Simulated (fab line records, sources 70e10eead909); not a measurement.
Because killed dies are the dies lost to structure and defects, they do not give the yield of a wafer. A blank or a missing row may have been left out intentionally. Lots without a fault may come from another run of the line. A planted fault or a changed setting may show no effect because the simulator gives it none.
fab line records -- flow nandHarc
record: lots: 11, wafers: 33, lastDay: 24
route steps=1159 shown P_M1@299 P_M2@326 END@1159
lots that met no fault: taken from a fault-free run of the same line
startH: the number of hours between the record's first day and the start of the first shown wafer of the lot -- waitH: hours since the lot's step before -- " same as the row above -- L1.1+2: a single row standing in for several wafers -- - no value, or no start given -- * or withheld: withheld -- < > ~ a bound
route shown NAME@n: NAME is a module with steps in the file, n the number in the route of the first one -- usual: mean and standard deviation over wafers with no fault -- same: alike in all rows -- chamber/n: place in a boat -- sites: the reading at each site -- _std_site: the standard deviation of these -- _edge_site: outer sites' mean less inner sites' -- radiusMm: for every site, how far away it sits from the centre of the wafer -- mask NAME#n: copy n -- behind: the tool/chamber that last shaped the wafer -- hold: what put the lot on hold/how long, in hours/how the hold closed -- device: the transistor (n, p or np) that didn't switch -- end of line: the tests these same wafers got at the end of their route -- step lacking rows: just its recipe -- killed: count of dies lost to structure and defects at first sort (not the wafer's yield) -- map: per-die view of a wafer (x killed, . not killed, _ where there is no die)
set.NAME: the setting the step ran with; set.NAME@STEP: the setting that earlier step ran with -- model.NAME: the simulator's own value behind a step, which no gauge read
a sample of lots followed through the steps of the route, with each step as a table and each wafer as a row
services: a tool's chamber out of use, with start hour (startH, from the record's first day; less than 0 if before it), hours out, and reason
== steps ==
step: NHARC_P_M1_ETCH_35
recipe: targetDepthA: 400, overetchA: 120, timeS: 43.94, ionEnergyEv: 200, n2FlowSccm: 150, h2FlowSccm: 150, arFlowSccm: 0, rfW: 400, biasW: 150, chemistry: N2/H2
usual: drypumpMotorCurrentA: 5.90/0.24, h2FlowSccm: 150.1/0.48, oesProductAu: 1.000/0.012, rfVppV: 429.8/2.2, showerheadPlenumPTorr: 2.01/0.078, throttleValvePct: 14.172/0.0089
lot.wafer,tool,chamber,startH,waitH,drypumpMotorCurrentA,h2FlowSccm,oesProductAu,rfHoursCounterH,rfVppV,showerheadPlenumPTorr,throttleValvePct
L392.3,rieDiel-10,3,131.33,0.1,5.89,150.0,1.001,8,427.5,1.91,14.175
L392.1,rieDiel-10,0,131.33,0.1,5.90,149.8,0.983,10,429.8,2.02,14.163
L392.6,rieDiel-10,2,131.33,0.1,5.93,150.8,1.012,-,433.3,2.13,14.180
L398.4,rieDiel-10,3,166.22,0.1,5.85,150.1,1.001,10,427.4,1.91,14.179
L398.3,rieDiel-10,0,166.22,0.1,5.85,149.6,0.994,12,431.8,2.02,14.174
L398.2,rieDiel-10,2,166.22,0.1,5.94,149.7,1.017,11,433.3,2.13,14.169
L400.4,rieDiel-09,2,175.89,0.1,6.32,149.9,1.000,5,427.9,1.92,14.178
L400.2,rieDiel-09,0,175.89,0.1,6.06,149.8,0.996,6,429.8,2.05,14.171
L400.6,rieDiel-09,3,175.89,0.1,5.96,151.4,1.001,-,427.0,1.93,14.172
L401.3,rieDiel-07,2,185.11,0.1,5.53,150.0,0.996,3,429.0,2.00,14.167
L401.2,rieDiel-07,0,185.11,0.1,6.12,150.3,0.990,3,434.7,2.17,14.170
L401.1,rieDiel-07,1,185.11,0.1,5.71,149.8,0.984,3,431.5,2.07,14.172
L406.4,rieDiel-10,2,217.75,0.1,5.94,149.0,1.002,2,432.6,2.13,14.174
L406.1,rieDiel-10,3,217.75,0.1,5.86,150.4,0.998,2,426.8,1.91,14.175
L406.5,rieDiel-10,2,217.75,0.1,5.90,149.9,1.003,-,431.1,2.13,14.173
L407.1,rieDiel-09,0,221.27,0.1,6.11,150.9,1.007,9,430.5,2.05,14.176
L407.4,rieDiel-09,3,221.27,0.1,5.95,150.4,1.009,9,426.0,1.93,14.161
L407.5,rieDiel-09,1,221.27,0.1,5.81,150.2,0.992,-,429.2,2.00,14.168
L408.1,rieDiel-07,3,223.36,0.1,5.72,149.5,0.994,3,427.8,1.98,14.171
L408.3,rieDiel-07,0,223.36,0.1,6.09,150.3,0.979,4,433.3,2.17,14.168
L408.6,rieDiel-07,2,223.36,0.1,5.53,149.8,0.992,-,428.7,2.00,14.186
L409.3,rieDiel-10,0,232.57,0.1,5.89,149.9,0.995,3,430.7,2.02,14.178
L409.1,rieDiel-10,1,232.57,0.1,5.33,149.9,0.993,3,431.6,2.09,14.177
L409.6,rieDiel-10,3,232.57,0.1,5.84,149.9,1.004,-,428.0,1.91,14.176
L411.2,rieDiel-10,3,235.87,0.1,5.83,150.8,1.001,2,427.0,1.91,14.192
L411.1,rieDiel-10,1,235.87,0.1,5.35,150.1,0.995,3,431.5,2.09,14.174
L411.4,rieDiel-10,2,235.87,0.1,5.96,149.8,0.995,-,433.3,2.13,14.160
L412.4,rieDiel-09,3,243.08,0.1,5.98,150.4,1.026,11,428.1,1.93,14.179
L412.1,rieDiel-09,2,243.08,0.1,6.30,150.5,1.009,11,425.6,1.92,14.184
L412.5,rieDiel-09,3,243.08,0.1,5.98,150.4,1.024,-,427.6,1.93,14.177
L413.2,rieDiel-09,1,249.76,0.1,5.81,150.6,0.987,10,428.9,2.00,14.163
L413.1,rieDiel-09,3,249.76,0.1,5.98,149.6,1.022,11,427.8,1.93,14.176
L413.6,rieDiel-09,0,249.76,0.1,6.08,150.6,1.016,-,429.9,2.05,14.164
step: NHARC_P_M1_PVD_21
recipe: targetThkA: 300, chamberPressurePa: 5, powerW: 5000, substrateTempC: 30, timeS: 20.49, material: Cu
usual: throttleValvePct: 30.3/0.71
lot.wafer,tool,chamber,startH,waitH,throttleValvePct
L392.1,pvdSputter-01,-,-,-,29.0
L392.3,pvdSputter-01,-,-,-,31.2
L392.6,pvdSputter-01,-,-,-,28.8
L398.2,pvdSputter-02,-,-,-,30.6
L398.4,pvdSputter-02,-,-,-,30.3
L398.3,pvdSputter-02,-,-,-,30.1
L400.4,pvdSputter-01,-,-,-,30.1
L400.2,pvdSputter-01,-,-,-,29.3
L400.6,pvdSputter-01,-,-,-,30.5
L401.1,pvdSputter-01,-,-,-,30.1
L401.2,pvdSputter-01,-,-,-,28.9
L401.3,pvdSputter-01,-,-,-,31.3
L406.4,pvdSputter-01,-,-,-,29.4
L406.1,pvdSputter-01,-,-,-,30.5
L406.5,pvdSputter-01,-,-,-,30.4
L407.1,pvdSputter-01,-,-,-,30.3
L407.4,pvdSputter-01,-,-,-,30.0
L407.5,pvdSputter-01,-,-,-,30.4
L408.3,pvdSputter-02,-,-,-,30.9
L408.1,pvdSputter-02,-,-,-,30.1
L408.6,pvdSputter-02,-,-,-,30.1
L409.3,pvdSputter-01,-,-,-,29.9
L409.1,pvdSputter-01,-,-,-,30.7
L409.6,pvdSputter-01,-,-,-,31.3
L411.4,pvdSputter-01,-,-,-,30.3
L411.2,pvdSputter-01,-,-,-,29.9
L411.1,pvdSputter-01,-,-,-,29.4
L412.4,pvdSputter-01,-,-,-,29.5
L412.1,pvdSputter-01,-,-,-,31.3
L412.5,pvdSputter-01,-,-,-,29.4
L413.1,pvdSputter-01,-,-,-,29.3
L413.2,pvdSputter-01,-,-,-,30.9
L413.6,pvdSputter-01,-,-,-,29.4
step: NHARC_P_M1_DEP_33
recipe: targetThkA: 300, tempC: 370, targetThkNm: 30, pressureTorr: 3, flowSccm: 200, rfW: 450, material: SiCN
usual: heaterPowerW: 581/110
lot.wafer,tool,chamber,startH,waitH,heaterPowerW,sinceWetCleanH
L392.3,pecvd-01,2,134.16,0.1,389,65
L392.1,pecvd-01,0,134.16,0.1,682,65
L392.6,pecvd-01,2,134.16,0.1,392,-
L398.3,pecvd-01,2,168.89,0.1,421,100
L398.2,pecvd-01,0,168.89,0.1,633,100
L398.4,pecvd-01,0,168.89,0.1,639,-
L400.2,pecvd-03,1,178.51,0.1,556,55
L400.4,pecvd-03,1,178.51,0.1,565,-
L400.6,pecvd-03,2,178.51,0.1,653,-
L401.2,pecvd-03,2,188.01,0.1,549,64
L401.3,pecvd-03,0,188.01,0.1,641,64
L401.1,pecvd-03,1,188.01,0.1,561,64
L406.1,pecvd-03,2,221.12,0.1,536,97
L406.4,pecvd-03,1,221.12,0.1,477,-
L406.5,pecvd-03,0,221.12,0.1,626,-
L407.1,pecvd-01,0,223.90,0.1,704,155
L407.5,pecvd-01,1,223.90,0.1,420,-
L407.4,pecvd-01,2,223.90,0.1,394,-
L408.3,pecvd-03,1,226.03,0.1,526,102
L408.1,pecvd-03,2,226.03,0.1,597,102
L408.6,pecvd-03,2,226.03,0.1,621,-
L409.1,pecvd-04,0,235.29,0.1,629,26
L409.3,pecvd-04,2,235.29,0.1,545,26
L409.6,pecvd-04,1,235.29,0.1,670,-
L411.2,pecvd-03,0,238.89,0.1,635,115
L411.1,pecvd-03,1,238.89,0.1,539,115
L411.4,pecvd-03,1,238.89,0.1,536,-
L412.1,pecvd-03,1,245.86,0.1,523,122
L412.4,pecvd-03,1,245.86,0.1,527,-
L412.5,pecvd-03,0,245.86,0.1,619,-
L413.1,pecvd-04,2,252.46,0.1,465,43
L413.2,pecvd-04,0,252.46,0.1,743,43
L413.6,pecvd-04,2,252.46,0.1,462,-
step: NHARC_P_M2_PEB_07
recipe: pebTempC: 100, pebTimeS: 65
usual: heaterPowerTotalW: 156.7/0.42, resistLineTempC: 22.99/0.095
lot.wafer,tool,chamber,startH,waitH,heaterPowerTotalW,resistLineTempC
L392.1,lithoTrack-06,0,135.43,0.1,157.0,22.85
L392.3,lithoTrack-06,0,135.43,0.1,157.1,22.94
L392.6,lithoTrack-06,0,135.43,0.1,157.1,22.97
L398.2,lithoTrack-06,0,170.02,0.1,157.1,22.96
L398.3,lithoTrack-06,0,170.02,0.1,156.9,23.05
L398.4,lithoTrack-06,0,170.02,0.1,155.9,22.91
L400.2,lithoTrack-06,0,179.54,0.1,163.7,23.10
L400.4,lithoTrack-06,0,179.54,0.1,164.3,22.91
L400.6,lithoTrack-06,0,179.54,0.1,163.7,23.07
L401.1,lithoTrack-06,0,189.20,0.1,164.2,22.90
L401.2,lithoTrack-06,0,189.20,0.1,164.8,23.07
L401.3,lithoTrack-06,0,189.20,0.1,164.3,22.94
L406.1,lithoTrack-04,0,222.25,0.1,156.6,22.97
L406.4,lithoTrack-04,0,222.25,0.1,157.0,22.89
L406.5,lithoTrack-04,0,222.25,0.1,157.1,22.91
L407.1,lithoTrack-01,0,225.06,0.1,156.2,22.94
L407.4,lithoTrack-01,0,225.06,0.1,156.5,23.08
L407.5,lithoTrack-01,0,225.06,0.1,157.2,23.04
L408.1,lithoTrack-01,0,227.16,0.1,156.0,23.09
L408.3,lithoTrack-01,0,227.16,0.1,156.7,23.08
L408.6,lithoTrack-01,0,227.16,0.1,156.2,23.19
L409.1,lithoTrack-01,0,236.43,0.1,156.4,23.00
L409.3,lithoTrack-01,0,236.43,0.1,157.2,23.01
L409.6,lithoTrack-01,0,236.43,0.1,157.1,22.95
L411.1,lithoTrack-01,0,240.01,0.1,156.7,23.12
L411.2,lithoTrack-01,0,240.01,0.1,156.7,23.12
L411.4,lithoTrack-01,0,240.01,0.1,157.1,23.00
L412.1,lithoTrack-04,0,246.90,0.1,157.0,23.09
L412.4,lithoTrack-04,0,246.90,0.1,156.4,22.97
L412.5,lithoTrack-04,0,246.90,0.1,157.0,23.20
L413.1,lithoTrack-01,0,253.63,0.1,156.0,22.89
L413.2,lithoTrack-01,0,253.63,0.1,157.1,22.97
L413.6,lithoTrack-01,0,253.63,0.1,157.2,22.84
step: NHARC_P_M2_CD_MEAS_09
recipe: targetCdNm: 170, landingEnergyEv: 500
usual: cdNm: 169.7/0.87
lot.wafer,tool,chamber,startH,waitH,cdNm
L392.1,cdSem-01,0,135.51,-,168.4
L392.3,cdSem-01,0,135.51,-,169.6
L392.6,cdSem-01,0,135.51,-,169.5
L398.2,cdSem-01,0,170.10,-,169.3
L398.3,cdSem-01,0,170.10,-,169.0
L398.4,cdSem-01,0,170.10,-,168.5
L400.2,cdSem-01,0,179.62,-,166.3
L400.4,cdSem-01,0,179.62,-,165.6
L400.6,cdSem-01,0,179.62,-,167.2
L401.1,cdSem-01,0,189.28,-,165.9
L401.2,cdSem-01,0,189.28,-,165.5
L401.3,cdSem-01,0,189.28,-,165.7
L406.1,cdSem-01,0,222.32,-,169.7
L406.4,cdSem-01,0,222.32,-,169.6
L406.5,cdSem-01,0,222.32,-,170.8
L407.1,cdSem-01,0,225.14,-,169.8
L407.4,cdSem-01,0,225.14,-,169.9
L407.5,cdSem-01,0,225.14,-,170.3
L408.1,cdSem-02,0,227.23,-,170.3
L408.3,cdSem-02,0,227.23,-,169.3
L408.6,cdSem-02,0,227.23,-,170.7
L409.1,cdSem-01,0,236.51,-,170.1
L409.3,cdSem-01,0,236.51,-,170.7
L409.6,cdSem-01,0,236.51,-,169.3
L411.1,cdSem-03,0,240.09,-,170.4
L411.2,cdSem-03,0,240.09,-,169.1
L411.4,cdSem-03,0,240.09,-,170.2
L412.1,cdSem-03,0,246.98,-,171.3
L412.4,cdSem-03,0,246.98,-,170.1
L412.5,cdSem-03,0,246.98,-,170.6
L413.1,cdSem-01,0,253.71,-,170.7
L413.2,cdSem-01,0,253.71,-,169.1
L413.6,cdSem-01,0,253.71,-,170.0
step: NHARC_END_SORT_01
recipe: tempC: 25
usual: defectLimitedYield: 95.1/1.6, killedAtArray: 29/11, killedAtOther: 0.6/1, killedAtPeriphery: 3.1/2.1, killedDies: 33/11, killedOpen: 3.1/1.9, killedShort: 1.9/1.5, sort_bin_2_pct: 1.5/0.66, sort_bin_3_pct: 0.29/0.23, sort_bin_4_pct: 3.1/0.98, sortNPass: 644/11, sortRimYieldPct: 96.9/2.3, sortYieldPct: 95.1/1.6
same: grossDies: 677, sort_bin_5_pct[%]: 0, sort_bin_6_pct[%]: 0, sort_bin_7_pct[%]: 0, sort_bin_8_pct[%]: 0, sortRimNGross: 106.00
lot.wafer,tool,chamber,startH,waitH,defectLimitedYield[%],killedAtArray,killedAtOther,killedAtPeriphery,killedDies,killedOpen,killedShort,sort_bin_2_pct[%],sort_bin_3_pct[%],sort_bin_4_pct[%],sortNPass,sortRimYieldPct[%],sortYieldPct[%]
L408.1,prober-02,0,531.35,2.6,96.5,20,0,4,24,1,1,1.2,0.15,2.2,653,95.3,96.5
L408.3,prober-02,0,532.96,3.1,95.9,24,1,3,28,5,0,1.8,0.30,2.1,649,95.3,95.9
L408.6,prober-02,0,535.36,4.0,94.8,32,0,3,35,3,2,1.8,0.74,2.7,642,100.0,94.8
L407.1,prober-02,0,539.21,2.5,93.1,41,0,6,47,5,5,1.6,0.30,5.0,630,93.4,93.1
L407.4,prober-02,0,541.63,3.4,94.1,37,1,2,40,1,1,1.8,0.30,3.8,637,94.3,94.1
L407.5,prober-02,0,542.43,3.7,92.3,44,0,8,52,1,5,2.4,0.59,4.7,625,95.3,92.3
L409.1,prober-01,0,553.93,2.5,93.8,38,2,2,42,2,1,2.1,0.30,3.8,635,93.4,93.8
L409.3,prober-01,0,555.50,3.1,93.1,40,0,7,47,5,1,2.2,0.44,4.3,630,100.0,93.1
L409.6,prober-01,0,557.87,3.9,92.2,49,2,2,53,2,1,2.5,0.44,4.9,624,97.2,92.2
L411.1,prober-02,0,556.77,2.5,94.7,34,0,2,36,1,1,1.8,0.44,3.1,641,93.4,94.7
L411.2,prober-02,0,557.58,2.8,94.8,34,0,1,35,3,1,1.6,0,3.5,642,98.1,94.8
L411.4,prober-02,0,559.21,3.4,94.1,39,0,1,40,2,2,1.6,0.15,4.1,637,93.4,94.1
L412.1,prober-01,0,572.93,2.5,94.1,35,0,5,40,3,1,2.2,0.15,3.5,637,95.3,94.1
L412.4,prober-01,0,575.34,3.4,93.6,41,1,1,43,3,0,2.5,0.15,3.7,634,96.2,93.6
L412.5,prober-01,0,576.14,3.7,94.2,34,0,5,39,2,4,2.4,0.44,3.0,638,98.1,94.2
killed by level:class
L408.1 A_CHANNEL_HOLE_D1:chamberFilmFlake=7 A_STAIRCASE:chamberFilmFlake=6 A_WL_FILL:chamberFilmFlake=3 P_ZERO_WELL:chamberFilmFlake=2 A_CHANNEL_HOLE_D1:geometricParticle:open=1 A_WL_FILL:geometricParticle:short=1 P_STI:chamberFilmFlake=1 P_GATE:chamberFilmFlake=1
L408.3 A_CHANNEL_HOLE_D1:chamberFilmFlake=8 A_CONTACT:chamberFilmFlake=6 P_ZERO_WELL:chamberFilmFlake=3 A_STAIRCASE:chamberFilmFlake=2 A_SLIT:chamberFilmFlake=2 A_ONON_D1:geometricParticle:open=1 A_CHANNEL_FILL_D1:geometricParticle:open=1 A_CONTACT:geometricParticle:open=1
L408.6 A_CHANNEL_HOLE_D1:chamberFilmFlake=13 A_STAIRCASE:chamberFilmFlake=10 A_CONTACT:chamberFilmFlake=3 P_M0:geometricParticle:open=1 A_ONON_D1:geometricParticle:short=1 A_SGD_CUT:geometricParticle:open=1 A_WL_FILL:geometricParticle:short=1 A_WL_FILL:geometricParticle:open=1
L407.1 A_SLIT:chamberFilmFlake=17 A_CHANNEL_HOLE_D1:chamberFilmFlake=8 A_STAIRCASE:chamberFilmFlake=3 A_BLC:chamberFilmFlake=3 P_M0:geometricParticle:open=2 A_SGD_CUT:geometricParticle:short=2 A_BLC:geometricParticle:open=2 P_M2:chamberFilmFlake=2
L407.4 A_SLIT:chamberFilmFlake=17 A_STAIRCASE:chamberFilmFlake=10 A_CONTACT:chamberFilmFlake=4 A_BLC:chamberFilmFlake=4 P_STI:geometricParticle:short=1 A_CONTACT:geometricParticle:open=1 P_ZERO_WELL:chamberFilmFlake=1 A_CHANNEL_HOLE_D1:chamberFilmFlake=1
L407.5 A_SLIT:chamberFilmFlake=21 A_CHANNEL_HOLE_D1:chamberFilmFlake=6 P_M2:chamberFilmFlake=5 A_STAIRCASE:chamberFilmFlake=4 A_CONTACT:chamberFilmFlake=4 A_BLC:chamberFilmFlake=4 P_CONTACT:geometricParticle:short=2 A_CHANNEL_FILL_D1:geometricParticle:short=1
L409.1 A_CHANNEL_HOLE_D1:chamberFilmFlake=15 A_SLIT:chamberFilmFlake=13 A_STAIRCASE:chamberFilmFlake=4 A_CONTACT:geometricParticle:open=2 A_M0:chamberFilmFlake=2 THIN_TSV:chamberFilmFlake=2 A_SLIT:geometricParticle:short=1 P_STI:chamberFilmFlake=1
L409.3 A_CHANNEL_HOLE_D1:chamberFilmFlake=19 A_SLIT:chamberFilmFlake=13 A_CONTACT:chamberFilmFlake=5 P_ZERO_WELL:chamberFilmFlake=2 P_M0:geometricParticle:open=2 A_STAIRCASE:chamberFilmFlake=2 P_CONTACT:geometricParticle:open=1 P_CONTACT:geometricParticle:short=1
L411.1 A_CHANNEL_HOLE_D1:chamberFilmFlake=12 A_SLIT:chamberFilmFlake=9 A_CONTACT:chamberFilmFlake=8 A_STAIRCASE:chamberFilmFlake=2 P_M1:geometricParticle:short=1 A_CONTACT:geometricParticle:open=1 P_GATE:chamberFilmFlake=1 A_WL_FILL:chamberFilmFlake=1
L411.2 A_CHANNEL_HOLE_D1:chamberFilmFlake=14 A_SLIT:chamberFilmFlake=14 A_CONTACT:geometricParticle:open=3 A_CONTACT:chamberFilmFlake=2 A_CONTACT:geometricParticle:short=1 P_GATE:chamberFilmFlake=1
L409.6 A_CHANNEL_HOLE_D1:chamberFilmFlake=21 A_SLIT:chamberFilmFlake=19 A_STAIRCASE:chamberFilmFlake=5 A_CONTACT:chamberFilmFlake=2 THIN_TSV:chamberFilmFlake=2 P_CONTACT:geometricParticle:open=1 A_CHANNEL_FILL_D1:geometricParticle:short=1 A_M0:geometricParticle:open=1
L411.4 A_SLIT:chamberFilmFlake=22 A_CHANNEL_HOLE_D1:chamberFilmFlake=7 A_CONTACT:chamberFilmFlake=4 A_WL_FILL:chamberFilmFlake=3 P_M0:geometricParticle:open=1 A_ONON_D1:geometricParticle:open=1 A_CHANNEL_HOLE_D1:geometricParticle:short=1 A_BLC:geometricParticle:short=1
L412.1 A_CHANNEL_HOLE_D1:chamberFilmFlake=22 A_CONTACT:chamberFilmFlake=5 P_M1:chamberFilmFlake=4 A_STAIRCASE:chamberFilmFlake=2 A_SGD_CUT:chamberFilmFlake=2 P_CONTACT:geometricParticle:open=1 A_CHANNEL_FILL_D1:geometricParticle:short=1 A_CHANNEL_FILL_D1:geometricParticle:open=1
L412.4 A_CHANNEL_HOLE_D1:chamberFilmFlake=25 A_CONTACT:chamberFilmFlake=7 A_SGD_CUT:chamberFilmFlake=4 A_CONTACT:geometricParticle:open=2 A_STAIRCASE:geometricParticle:open=1 P_M1:chamberFilmFlake=1 A_ZERO_WELL:chamberFilmFlake=1 A_STAIRCASE:chamberFilmFlake=1
L412.5 A_CHANNEL_HOLE_D1:chamberFilmFlake=17 A_CONTACT:chamberFilmFlake=9 A_SGD_CUT:chamberFilmFlake=3 P_GATE:geometricParticle:short=1 P_CONTACT:geometricParticle:short=1 P_CONTACT:geometricParticle:open=1 A_ONON_D1:geometricParticle:short=1 A_CHANNEL_FILL_D1:geometricParticle:open=1
== services ==
tool,chamber,startH,hours,kind
pecvd-03,-,111.00,13.0,pm
pecvd-03,0,111.00,13.0,ventCycle
pecvd-03,1,111.00,13.0,ventCycle
pecvd-03,2,111.00,13.0,ventCycle
lithoTrack-06,-,117.00,7.0,pm
pvdSputter-01,-,121.60,3.0,repair
pecvd-03,0,124.00,-,clean
pecvd-03,1,124.00,-,clean
rieDiel-09,-,129.31,0.2,repair
pecvd-03,1,132.95,12.2,repair
pecvd-03,2,136.42,11.0,repair
lithoTrack-04,-,141.00,7.0,pm
pvdSputter-01,-,149.57,1.4,repair
pvdSputter-02,-,152.70,2.4,repair
pvdSputter-01,-,158.00,10.0,pm
rieDiel-07,3,170.15,20.9,repair
pvdSputter-01,-,173.37,2.2,repair
rieDiel-10,-,176.50,9.0,pm
pecvd-04,-,196.30,13.0,pm
pvdSputter-02,-,214.00,10.0,pm
rieDiel-07,-,217.39,0.5,repair
rieDiel-07,-,228.20,9.0,pm
pecvd-01,-,237.34,13.0,pm
rieDiel-07,0,244.31,6.9,repair
== key ==
firstSign: step: NHARC_P_M2_PEB_07, reading: heaterPowerTotalW, direction: up, sigmas: 18, usual: *, struck: *
effect: step: NHARC_P_M2_CD_MEAS_09, reading: cdNm, direction: down, sigmas: 4.2, usual: 169.7, struck: 166.0
metAt NHARC_P_M2_PEB_07
struckLots L400,L401
notActingAt NHARC_P_M1_ETCH_35,NHARC_P_M1_PVD_21,NHARC_P_M1_DEP_33
onsetBetween 170.02 179.54
fault: kind: processParameterDrift, tool: lithoTrack-06, chamber: -, onsetH: 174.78, steps: NHARC_P_M2_PEB_07, channel: pebTimeS, offset: *, shape: step, endH: 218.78, actsIn: *, stated: *
